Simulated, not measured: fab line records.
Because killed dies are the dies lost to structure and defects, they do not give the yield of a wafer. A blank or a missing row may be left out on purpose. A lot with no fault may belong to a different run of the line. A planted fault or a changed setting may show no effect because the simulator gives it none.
fab line records ; flow nandHarc ; part 1 of 2: steps 1 to 19 of 30
[record] lots = 5; wafers = 15; lastDay = 23
route steps=1159 shown A_STAIRCASE@686
lots that met no fault: from a run of the same line without faults
startH: hours from the record's opening day to when the first of the lot's shown wafers began ; waitH: hours elapsed since this lot's preceding step ; " identical to the entry in the row above ; L1.1+2: a row that stands for several wafers ; - value missing, or start not given ; * or withheld: withheld ; < > ~ a bound
route shown NAME@n: a module of which the file shows steps, and the number in the route of the first ; usual: mean and standard deviation over wafers with no fault ; same: alike in all rows ; chamber/n: place in a boat ; sites: readings site by site ; _std_site: the values' standard deviation ; _edge_site: outer sites' mean less inner sites' ; radiusMm: for every site, how far away it sits from the centre of the wafer ; mask NAME#n: copy n ; behind: the most recent tool/chamber to have shaped the wafer ; hold: reason for holding the lot/hours on hold/outcome of the hold ; device: names the non-switching transistor (n, p or np) ; end of line: the same wafers' tests at the end of the route ; a step with no rows: only its recipe ; killed: dies lost to structure and defects at the first sort, not the wafer's yield ; map: a wafer's dies, marking killed ones x, the rest . and places with no die _
set.NAME: the setting the step ran with; set.NAME@STEP: the setting that earlier step ran with ; model.NAME: the simulator's own value behind a step, which no gauge read
lots seen at some steps along the route; tables by step, rows by wafer
services: from which hour (startH, from the record's first day; less than 0 if before it) a tool's chamber was out of use, for how many hours, and why
[[steps]]
[step NHARC_A_STAIRCASE_HARDBAKE_311]
[recipe] tempC = 120; timeS = 140
[usual] heaterPowerTotalW = 127.33/0.18
lot.wafer;tool;chamber;startH;waitH;heaterPowerTotalW
L074.1;lithoTrack-03;0;266.92;-;127.25
L074.4;lithoTrack-03;0;266.92;-;127.43
L074.5;lithoTrack-03;0;266.92;-;127.26
L082.1;lithoTrack-03;0;312.31;-;127.40
L082.3;lithoTrack-03;0;312.31;-;127.17
L082.5;lithoTrack-03;0;312.31;-;126.96
L089.1;lithoTrack-02;0;354.19;-;126.93
L089.4;lithoTrack-02;0;354.19;-;127.51
L089.6;lithoTrack-02;0;354.19;-;127.31
L091.2;lithoTrack-05;0;359.72;-;127.43
L091.3;lithoTrack-05;0;359.72;-;127.38
L091.4;lithoTrack-05;0;359.72;-;127.44
L093.1;lithoTrack-05;0;364.97;-;127.55
L093.4;lithoTrack-05;0;364.97;-;127.24
L093.5;lithoTrack-05;0;364.97;-;127.32
[step NHARC_A_STAIRCASE_DESCUM_312]
[recipe] timeS = 3; o2FlowSccm = 200; arFlowSccm = 0; biasPowerW = 0; chemistry = O2
[usual] drypumpMotorCurrentA = 5.6/0.54; o2FlowSccm = 200.1/0.63; oesProductAu = 1.001/0.0069; rfVppV = 57.7/0.93; showerheadPlenumPTorr = 1.92/0.11; throttleValvePct = 11.311/0.0085
lot.wafer;tool;chamber;startH;waitH;drypumpMotorCurrentA;o2FlowSccm;oesProductAu;rfHoursCounterH;rfVppV;showerheadPlenumPTorr;throttleValvePct
L074.4;rieDiel-12;3;267.25;-;5.3;199.8;1.007;20;59.2;2.07;11.296
L074.1;rieDiel-12;0;267.25;-;5.5;200.2;0.996;22;58.3;2.07;11.313
L074.5;rieDiel-12;0;267.25;-;5.6;200.4;0.998;-;58.6;2.07;11.309
L082.3;rieDiel-01;3;312.42;-;6.3;201.9;1.011;58;59.4;2.00;11.319
L082.1;rieDiel-01;0;312.42;-;6.3;200.7;1.007;58;56.8;1.77;11.299
L082.5;rieDiel-01;3;312.42;-;6.2;201.4;1.006;-;59.4;2.00;11.311
L089.4;rieDiel-01;1;354.29;-;5.7;200.4;1.011;14;57.6;1.93;11.312
L089.1;rieDiel-01;2;354.29;-;6.6;200.4;1.002;13;58.1;1.90;11.309
L089.6;rieDiel-01;2;354.29;-;6.6;200.6;1.003;-;57.4;1.90;11.315
L091.2;rieDiel-01;1;359.84;-;5.7;200.2;1.005;17;58.0;1.93;11.290
L091.3;rieDiel-01;2;359.84;-;6.7;200.0;1.005;16;58.1;1.90;11.320
L091.4;rieDiel-01;3;359.84;-;6.2;200.3;0.998;17;57.9;2.00;11.306
L093.4;rieDiel-01;2;365.06;-;6.6;199.5;0.998;19;58.6;1.90;11.313
L093.1;rieDiel-01;3;365.06;-;6.2;200.9;0.999;20;55.9;2.00;11.329
L093.5;rieDiel-01;2;365.06;-;6.6;199.5;1.007;-;57.4;1.90;11.314
[step NHARC_A_STAIRCASE_ETCH_313]
[recipe] cf4FlowSccm = 100; chf3FlowSccm = 30; arFlowSccm = 0; rfW = 500; biasW = 200; chemistry = CF4/CHF3
[usual] drypumpMotorCurrentA = 5.7/0.54; oesProductAu = 0.934/0.018; rfVppV = 370.6/2.9; showerheadPlenumPTorr = 1.58/0.083; throttleValvePct = 16.800/0.0087
lot.wafer;tool;chamber;startH;waitH;drypumpMotorCurrentA;oesProductAu;rfHoursCounterH;rfVppV;showerheadPlenumPTorr;throttleValvePct
L074.4;rieDiel-12;3;267.35;0.1;5.4;0.933;20;374.7;1.69;16.799
L074.1;rieDiel-12;0;267.35;0.1;5.5;0.919;22;374.9;1.69;16.814
L074.5;rieDiel-12;2;267.35;0.1;4.8;0.926;-;365.3;1.47;16.800
L082.3;rieDiel-01;1;312.55;0.1;5.6;0.945;58;372.1;1.59;16.794
L082.1;rieDiel-01;2;312.55;0.1;6.6;0.927;58;370.4;1.57;16.794
L082.5;rieDiel-01;2;312.55;0.1;6.6;0.931;-;369.9;1.57;16.797
L089.1;rieDiel-01;0;354.47;0.2;6.4;0.930;15;367.5;1.46;16.801
L089.4;rieDiel-01;1;354.47;0.2;5.7;0.942;14;369.2;1.59;16.798
L089.6;rieDiel-01;3;354.47;0.2;6.3;0.931;-;371.7;1.64;16.803
L091.2;rieDiel-01;2;360.02;0.2;6.6;0.916;16;369.5;1.56;16.789
L091.3;rieDiel-01;3;360.02;0.2;6.3;0.924;18;372.0;1.64;16.796
L091.4;rieDiel-01;0;360.02;0.2;6.3;0.914;18;367.2;1.46;16.797
L093.1;rieDiel-01;3;365.21;0.1;6.2;0.931;20;372.4;1.64;16.810
L093.4;rieDiel-01;0;365.21;0.1;6.4;0.921;21;367.4;1.46;16.799
L093.5;rieDiel-01;2;365.21;0.1;6.6;0.929;-;368.8;1.56;16.814
[step NHARC_A_STAIRCASE_HM_OPEN_463]
[recipe] o2FlowSccm = 400; cosFlowSccm = 20; arFlowSccm = 0; rfW = 500; biasW = 300; chemistry = O2/COS
[usual] drypumpMotorCurrentA = 5.7/0.55; o2FlowSccm = 399.9/1.2; oesProductAu = 1.001/0.0072; rfVppV = 467/3.6; showerheadPlenumPTorr = 3.12/0.16; throttleValvePct = 28.331/0.0092
lot.wafer;tool;chamber;startH;waitH;drypumpMotorCurrentA;o2FlowSccm;oesProductAu;rfHoursCounterH;rfVppV;showerheadPlenumPTorr;throttleValvePct
L074.4;rieDiel-12;2;-;-;4.8;399.8;1.007;19;461;2.92;28.337
L074.1;rieDiel-12;0;-;-;5.6;400.5;1.002;22;472;3.36;28.335
L074.5;rieDiel-12;1;-;-;5.2;400.6;1.009;-;470;3.27;28.314
L082.1;rieDiel-01;0;-;-;6.3;399.6;1.003;58;462;2.91;28.325
L082.3;rieDiel-01;1;-;-;5.7;400.2;0.988;58;469;3.16;28.345
L082.5;rieDiel-01;0;-;-;6.4;399.8;1.004;-;461;2.91;28.318
L089.1;rieDiel-01;1;-;-;5.7;399.0;1.017;14;467;3.15;28.344
L089.4;rieDiel-01;3;-;-;6.2;401.7;1.004;14;470;3.25;28.325
L089.6;rieDiel-01;1;-;-;5.7;399.6;1.016;-;467;3.15;28.332
L091.3;rieDiel-01;0;-;-;6.4;400.2;0.991;18;461;2.90;28.330
L091.4;rieDiel-01;2;-;-;6.7;398.4;0.998;17;467;3.10;28.340
L091.2;rieDiel-01;3;-;-;6.3;401.2;1.015;18;469;3.25;28.344
L093.4;rieDiel-01;2;-;-;6.7;401.5;1.000;19;465;3.10;28.319
L093.1;rieDiel-01;3;-;-;6.2;400.1;1.004;20;470;3.25;28.330
L093.5;rieDiel-01;2;-;-;6.7;399.6;1.000;-;467;3.10;28.340
[step NHARC_A_STAIRCASE_STRIP_464]
[recipe] o2FlowSccm = 400; cosFlowSccm = 20; arFlowSccm = 0; biasW = 0; chemistry = O2/COS
lot.wafer;tool;chamber;startH;waitH
L074.1+4+5;rieDiel-12;3,0,1;-;-
L082.3+1+5;rieDiel-01;0,3,0;-;-
L089.4+1+6;rieDiel-01;3,0,2;-;-
L091.4+2+3;rieDiel-01;1,3,0;-;-
L093.1+4+5;rieDiel-01;1,2,0;-;-
[step NHARC_A_STAIRCASE_ETCH_453]
[recipe] targetDepthA = 300; overetchA = 30; timeS = 16.5; ionEnergyEv = 100; cf4FlowSccm = 80; o2FlowSccm = 20; arFlowSccm = 0; rfW = 300; biasW = 100; chemistry = CF4/O2
[usual] drypumpMotorCurrentA = 5.7/0.53; o2FlowSccm = 20.01/0.062; oesProductAu = 1.001/0.0071; rfVppV = 197.9/1.7; showerheadPlenumPTorr = 1.34/0.073; throttleValvePct = 13.397/0.0085
lot.wafer;tool;chamber;startH;waitH;drypumpMotorCurrentA;o2FlowSccm;oesProductAu;rfHoursCounterH;rfVppV;showerheadPlenumPTorr;throttleValvePct
L074.4;rieDiel-12;0;-;-;5.5;20.04;0.989;22;200.2;1.44;13.388
L074.1;rieDiel-12;1;-;-;5.2;20.01;1.012;21;197.3;1.40;13.395
L074.5;rieDiel-12;0;-;-;5.5;20.02;0.992;-;200.7;1.44;13.395
L082.3;rieDiel-01;1;-;-;5.7;20.14;1.010;58;199.3;1.35;13.407
L082.1;rieDiel-01;2;-;-;6.6;20.03;1.002;58;197.7;1.33;13.410
L082.5;rieDiel-01;1;-;-;5.7;20.04;0.988;-;200.3;1.35;13.386
L089.1;rieDiel-01;0;-;-;6.3;20.07;0.988;15;194.9;1.24;13.402
L089.4;rieDiel-01;1;-;-;5.7;20.03;1.008;14;197.6;1.35;13.395
L089.6;rieDiel-01;1;-;-;5.6;20.04;1.004;-;199.7;1.35;13.404
L091.2;rieDiel-01;3;-;-;6.3;19.99;1.008;18;198.7;1.39;13.394
L091.4;rieDiel-01;1;-;-;5.6;19.97;1.005;18;199.2;1.35;13.396
L091.3;rieDiel-01;2;-;-;6.6;20.03;1.007;17;196.8;1.33;13.390
L093.1;rieDiel-01;0;-;-;6.4;19.96;0.994;21;195.4;1.24;13.402
L093.4;rieDiel-01;2;-;-;6.6;20.12;0.999;19;197.6;1.33;13.394
L093.5;rieDiel-01;1;-;-;5.7;20.07;1.012;-;198.5;1.35;13.386
[step NHARC_A_STAIRCASE_ETCH_315]
[recipe] targetDepthA = 25000; timeS = 607.1; ionEnergyEv = 800; c4f8FlowSccm = 80; o2FlowSccm = 60; arFlowSccm = withheld; rfW = 600; biasW = 3000; chemistry = C4F8/O2/Ar
[usual] oesProductAu = 0.932/0.0086; rfVppV = 1827/14
lot.wafer;tool;chamber;startH;waitH;oesProductAu;rfHoursCounterH;rfVppV
L074.4;rieDiel-12;0;-;-;0.941;22;1846
L074.1;rieDiel-12;2;-;-;0.934;19;1809
L074.5;rieDiel-12;1;-;-;0.934;-;1838
L082.1;rieDiel-01;3;-;-;0.926;58;1838
L082.3;rieDiel-01;0;-;-;0.924;58;1809
L082.5;rieDiel-01;1;-;-;0.915;-;1830
L089.1;rieDiel-01;2;-;-;0.924;14;1826
L089.4;rieDiel-01;1;-;-;0.945;15;1829
L089.6;rieDiel-01;2;-;-;0.935;-;1826
L091.4;rieDiel-01;0;-;-;0.910;19;1807
L091.2;rieDiel-01;1;-;-;0.933;18;1830
L091.3;rieDiel-01;2;-;-;0.925;17;1825
L093.4;rieDiel-01;3;-;-;0.927;20;1838
L093.1;rieDiel-01;2;-;-;0.926;19;1825
L093.5;rieDiel-01;0;-;-;0.930;-;1809
[step NHARC_A_STAIRCASE_STRIP_316]
[recipe] o2FlowSccm = 500; arFlowSccm = 0; biasW = 0; chemistry = O2
[usual] drypumpMotorCurrentA = 5.6/0.55; o2FlowSccm = 500.0/1.5; oesProductAu = 1.002/0.0074; rfVppV = 57.7/0.91; showerheadPlenumPTorr = 3.52/0.18; throttleValvePct = 17.036/0.0085
lot.wafer;tool;chamber;startH;waitH;drypumpMotorCurrentA;o2FlowSccm;oesProductAu;rfHoursCounterH;rfVppV;showerheadPlenumPTorr;throttleValvePct
L074.4;rieDiel-12;1;-;-;5.2;500.7;0.995;22;58.3;3.70;17.040
L074.1;rieDiel-12;2;-;-;4.9;498.0;1.003;20;56.8;3.30;17.036
L074.5;rieDiel-12;1;-;-;5.2;499.5;1.012;-;58.5;3.70;17.035
L082.1;rieDiel-01;0;-;-;6.3;500.4;0.993;58;56.8;3.29;17.035
L082.3;rieDiel-01;2;-;-;6.7;500.6;0.997;59;58.3;3.52;17.025
L082.5;rieDiel-01;0;-;-;6.3;500.0;0.998;-;56.0;3.29;17.046
L089.1;rieDiel-01;3;-;-;6.3;500.0;0.994;15;57.3;3.67;17.039
L089.4;rieDiel-01;1;-;-;5.7;499.4;1.010;15;58.3;3.56;17.021
L089.6;rieDiel-01;0;-;-;6.4;500.4;0.991;-;57.1;3.28;17.033
L091.4;rieDiel-01;3;-;-;6.3;499.0;1.001;18;57.7;3.67;17.023
L091.2;rieDiel-01;0;-;-;6.3;496.5;0.997;19;56.7;3.28;17.034
L091.3;rieDiel-01;1;-;-;5.7;499.5;1.013;18;59.5;3.56;17.047
L093.1;rieDiel-01;2;-;-;6.6;498.9;0.991;19;57.3;3.51;17.036
L093.4;rieDiel-01;3;-;-;6.3;501.1;0.993;20;58.8;3.67;17.040
L093.5;rieDiel-01;1;-;-;5.7;500.1;1.011;-;57.0;3.56;17.037
[step NHARC_A_STAIRCASE_STRIP_317]
[recipe] timeS = 900; tempC = 130; chemistry = SPM
[usual] bathHeatDutyPct = 14.9/1.6
lot.wafer;tool;chamber;startH;waitH;bathHeatDutyPct
L074.1;wetBench-07;0;268.84;-;17.4
L074.4;wetBench-07;1;268.84;-;16.2
L074.5;wetBench-07;4;268.84;-;14.8
L082.3;wetBench-06;7;314.02;-;12.3
L082.5;wetBench-06;1;314.02;-;14.4
L082.1;wetBench-06;2;314.02;-;13.8
L089.1;wetBench-03;4;355.93;-;15.1
L089.4;wetBench-03;7;355.93;-;14.3
L089.6;wetBench-03;0;355.93;-;15.9
L091.2;wetBench-03;1;361.53;-;12.4
L091.4;wetBench-03;3;361.53;-;11.8
L091.3;wetBench-03;4;361.53;-;14.6
L093.4;wetBench-07;6;366.47;-;13.9
L093.1;wetBench-07;7;366.47;-;15.3
L093.5;wetBench-07;3;366.47;-;15.2
[step NHARC_A_STAIRCASE_PRECLEAN_318]
[recipe] timeS = *; tempC = 50; bathAgeMin = 0; chemistry = SC1
[usual] bathHeatDutyPct = 7.1/0.95
lot.wafer;tool;chamber;startH;waitH;bathHeatDutyPct
L074.1;wetBench-07;0;-;-;7.9
L074.4;wetBench-07;1;-;-;7.3
L074.5;wetBench-07;4;-;-;7.3
L082.3;wetBench-06;7;-;-;5.8
L082.5;wetBench-06;1;-;-;8.0
L082.1;wetBench-06;2;-;-;6.6
L089.1;wetBench-03;4;-;-;7.6
L089.4;wetBench-03;7;-;-;6.1
L089.6;wetBench-03;0;-;-;8.0
L091.2;wetBench-03;1;-;-;4.8
L091.4;wetBench-03;3;-;-;6.1
L091.3;wetBench-03;4;-;-;6.4
L093.4;wetBench-07;6;-;-;6.9
L093.1;wetBench-07;7;-;-;9.0
L093.5;wetBench-07;3;-;-;7.3
[step NHARC_A_STAIRCASE_SRD_329]
lot.wafer;tool;chamber;startH;waitH
L074.1+4+5;wetBench-07;0,1,4;-;-
L082.3+5+1;wetBench-06;7,1,2;-;-
L089.1+4+6;wetBench-03;4,7,0;-;-
L091.2+4+3;wetBench-03;1,3,4;-;-
L093.4+1+5;wetBench-07;6,7,3;-;-
[step NHARC_A_STAIRCASE_ALD_415]
[recipe] targetThkA = 300; pulseTimeS = 6; aldCycles = 300; tempC = 300; material = SiO2
[usual] heaterPowerOuterW = 250/27; heaterPowerW = 451/42; precursorPulseHeightRel = 1.000/0.02
lot.wafer;tool;chamber;startH;waitH;heaterPowerOuterW;heaterPowerW;precursorPulseHeightRel
L074.1;aldHk-03;2;269.36;0.1;327;511;0.993
L074.4;aldHk-03;1;269.36;0.1;280;493;0.965
L074.5;aldHk-03;2;269.36;0.1;321;516;0.994
L082.3;aldHk-03;2;315.02;0.5;324;536;1.000
L082.1;aldHk-03;0;315.02;0.5;238;462;0.998
L082.5;aldHk-03;1;315.02;0.5;290;496;0.961
L089.4;aldHk-02;2;356.45;0.1;246;469;0.983
L089.1;aldHk-02;0;356.45;0.1;211;380;0.974
L089.6;aldHk-02;3;356.45;0.1;248;459;1.016
L091.4;aldHk-01;2;362.06;0.1;276;497;1.000
L091.3;aldHk-01;0;362.06;0.1;235;444;0.990
L091.2;aldHk-01;1;362.06;0.1;243;419;1.032
L093.4;aldHk-01;1;368.92;2.0;247;416;0.994
L093.1;aldHk-01;2;368.92;2.0;276;502;0.970
L093.5;aldHk-01;0;368.92;2.0;244;435;1.027
[step NHARC_A_STAIRCASE_ETCHBACK_416]
[recipe] targetDepthA = 360; timeS = 7.2; c4f8FlowSccm = withheld; o2FlowSccm = 8; arFlowSccm = withheld; rfW = 600; biasW = 800; chemistry = C4F8/O2/Ar
[usual] oesProductAu = 0.94/0.033; rfVppV = 723/5.3
lot.wafer;tool;chamber;startH;waitH;oesProductAu;rfHoursCounterH;rfVppV
L074.4;rieDiel-10;3;-;-;0.92;25;722
L074.1;rieDiel-10;0;-;-;0.92;37;721
L074.5;rieDiel-10;0;-;-;0.93;-;719
L082.1;rieDiel-12;1;-;-;0.93;39;728
L082.3;rieDiel-12;0;-;-;0.93;40;730
L082.5;rieDiel-12;2;-;-;0.93;-;715
L089.4;rieDiel-01;1;-;-;0.94;16;724
L089.1;rieDiel-01;3;-;-;0.93;17;728
L089.6;rieDiel-01;0;-;-;0.92;-;716
L091.3;rieDiel-12;0;-;-;0.92;61;729
L091.4;rieDiel-12;1;-;-;0.92;59;726
L091.2;rieDiel-12;3;-;-;0.92;57;730
L093.1;rieDiel-12;0;-;-;0.92;62;730
L093.4;rieDiel-12;1;-;-;0.93;61;729
L093.5;rieDiel-12;2;-;-;0.91;-;716
[step NHARC_A_STAIRCASE_STRIP_476]
[recipe] timeS = 20; o2FlowSccm = 500; arFlowSccm = 0; biasW = 0; chemistry = O2
[usual] drypumpMotorCurrentA = 5.7/0.55; o2FlowSccm = 499.9/1.5; oesProductAu = 1.002/0.0073; rfVppV = 57.8/1; showerheadPlenumPTorr = 3.51/0.18; throttleValvePct = 17.037/0.0078
lot.wafer;tool;chamber;startH;waitH;drypumpMotorCurrentA;o2FlowSccm;oesProductAu;rfHoursCounterH;rfVppV;showerheadPlenumPTorr;throttleValvePct
L074.4;rieDiel-10;0;271.57;0.1;5.6;501.0;0.997;37;58.1;3.44;17.042
L074.1;rieDiel-10;1;271.57;0.1;5.8;500.9;1.001;35;57.2;3.33;17.048
L074.5;rieDiel-10;3;271.57;0.1;5.0;498.3;1.003;-;58.0;3.48;17.046
L082.3;rieDiel-12;1;316.98;0.1;5.2;503.9;1.005;39;59.3;3.69;17.047
L082.1;rieDiel-12;2;316.98;0.1;4.8;500.4;1.002;36;57.7;3.29;17.039
L082.5;rieDiel-12;3;316.98;0.1;5.4;501.1;1.004;-;59.2;3.78;17.035
L089.1;rieDiel-01;0;358.64;0.1;6.4;501.9;0.987;17;56.9;3.28;17.037
L089.4;rieDiel-01;1;358.64;0.1;5.7;500.0;1.006;16;57.9;3.56;17.039
L089.6;rieDiel-01;0;358.64;0.1;6.4;500.0;0.989;-;59.3;3.28;17.031
L091.4;rieDiel-12;1;364.22;0.1;5.2;501.6;1.014;59;58.6;3.68;17.035
L091.2;rieDiel-12;2;364.22;0.1;4.9;497.2;0.998;54;57.3;3.28;17.045
L091.3;rieDiel-12;0;364.22;0.1;5.5;499.1;0.990;61;58.6;3.77;17.039
L093.4;rieDiel-12;2;371.03;0.2;4.9;499.4;0.996;57;57.6;3.28;17.048
L093.1;rieDiel-12;1;371.03;0.2;5.2;498.0;0.997;61;58.3;3.68;17.027
L093.5;rieDiel-12;2;371.03;0.2;4.9;499.4;1.001;-;57.9;3.28;17.043
[step NHARC_A_STAIRCASE_DEP_417]
[recipe] targetThkA = 600; stepCoveragePct = 20; tempC = 400; targetThkNm = 60; flowSccm = 200; rfW = 450; material = Si3N4
[usual] heaterPowerOuterW = 428/47; heaterPowerW = 716/75
lot.wafer;tool;chamber;startH;waitH;heaterPowerOuterW;heaterPowerW
L074.1;pecvd-03;1;271.66;-;395;700
L074.5;pecvd-03;1;271.66;-;402;692
L074.4;pecvd-03;0;271.66;-;453;732
L082.3;pecvd-02;0;317.07;-;391;645
L082.1;pecvd-02;1;317.07;-;436;747
L082.5;pecvd-02;1;317.07;-;438;761
L089.1;pecvd-03;0;358.77;-;383;675
L089.4;pecvd-03;2;358.77;-;520;826
L089.6;pecvd-03;1;358.77;-;472;842
L091.2;pecvd-02;2;364.36;-;470;772
L091.3;pecvd-02;0;364.36;-;419;661
L091.4;pecvd-02;2;364.36;-;474;771
L093.1;pecvd-02;2;371.12;-;445;719
L093.5;pecvd-02;0;371.12;-;392;602
L093.4;pecvd-02;1;371.12;-;446;770
[step NHARC_A_STAIRCASE_WET_418]
[recipe] tempC = 160; targetDepthA = 200; chemistry = H3PO4
[usual] bathHeatDutyPct = 30.0/2.5
lot.wafer;tool;chamber;startH;waitH;bathHeatDutyPct
L074.1;wetH3po4-02;0;274.72;-;26.4
L074.4;wetH3po4-02;0;274.72;-;30.9
L074.5;wetH3po4-02;0;274.72;-;28.9
L082.1;wetH3po4-02;0;318.91;-;28.0
L082.3;wetH3po4-02;0;318.91;-;29.5
L082.5;wetH3po4-02;0;318.91;-;27.5
L089.1;wetH3po4-01;0;361.79;-;31.1
L089.4;wetH3po4-01;0;361.79;-;29.7
L089.6;wetH3po4-01;0;361.79;-;27.3
L091.2;wetH3po4-01;1;366.24;-;32.1
L091.3;wetH3po4-01;1;366.24;-;31.8
L091.4;wetH3po4-01;1;366.24;-;32.5
L093.1;wetH3po4-01;1;372.59;-;30.7
L093.4;wetH3po4-01;1;372.59;-;33.7
L093.5;wetH3po4-01;1;372.59;-;32.5
[step NHARC_A_STAIRCASE_PRECLEAN_419]
[recipe] timeS = *; tempC = 50; bathAgeMin = 0; chemistry = SC1
[usual] bathHeatDutyPct = 7.1/0.91
lot.wafer;tool;chamber;startH;waitH;bathHeatDutyPct
L074.5;wetBench-03;2;275.30;0.0;9.7
L074.4;wetBench-03;3;275.30;0.0;5.8
L074.1;wetBench-03;6;275.30;0.0;6.0
L082.5;wetBench-07;4;319.49;0.0;7.1
L082.3;wetBench-07;5;319.49;0.0;7.4
L082.1;wetBench-07;0;319.49;0.0;7.9
L089.6;wetBench-07;3;362.36;0.0;8.2
L089.1;wetBench-07;5;362.36;0.0;8.2
L089.4;wetBench-07;6;362.36;0.0;7.5
L091.3;wetBench-06;3;366.83;0.0;6.8
L091.2;wetBench-06;4;366.83;0.0;9.1
L091.4;wetBench-06;5;366.83;0.0;7.5
L093.1;wetBench-03;1;373.17;0.0;5.1
L093.5;wetBench-03;3;373.17;0.0;5.1
L093.4;wetBench-03;5;373.17;0.0;6.9
[step NHARC_A_STAIRCASE_SRD_421]
lot.wafer;tool;chamber;startH;waitH
L074.5+4+1;wetBench-03;2,3,6;-;-
L082.5+3+1;wetBench-07;4,5,0;-;-
L089.6+1+4;wetBench-07;3,5,6;-;-
L091.3+2+4;wetBench-06;3,4,5;-;-
L093.1+5+4;wetBench-03;1,3,5;-;-
[step NHARC_A_STAIRCASE_ALD_420]
[recipe] targetThkA = 200; pulseTimeS = 6; aldCycles = 200; tempC = 300; material = SiO2
[usual] heaterPowerOuterW = 253/31; heaterPowerW = 451/44; precursorPulseHeightRel = 1.001/0.02
lot.wafer;tool;chamber;startH;waitH;heaterPowerOuterW;heaterPowerW;precursorPulseHeightRel
L074.1;aldHk-03;0;276.56;-;239;463;0.968
L074.4;aldHk-03;2;276.56;-;327;504;1.030
L074.5;aldHk-03;0;276.56;-;237;474;0.990
L082.1;aldHk-03;2;319.65;-;321;533;1.011
L082.3;aldHk-03;1;319.65;-;290;495;0.950
L082.5;aldHk-03;2;319.65;-;326;532;1.000
L089.4;aldHk-02;0;362.66;-;203;378;0.980
L089.1;aldHk-02;1;362.66;-;255;419;0.998
L089.6;aldHk-02;0;362.66;-;201;383;0.998
L091.2;aldHk-02;3;368.51;-;256;443;1.022
L091.4;aldHk-02;0;368.51;-;209;372;0.981
L091.3;aldHk-02;1;368.51;-;251;421;0.986
L093.1;aldHk-03;2;373.65;-;336;538;1.011
L093.4;aldHk-03;3;373.65;-;235;413;1.004
L093.5;aldHk-03;0;373.65;-;240;450;1.024
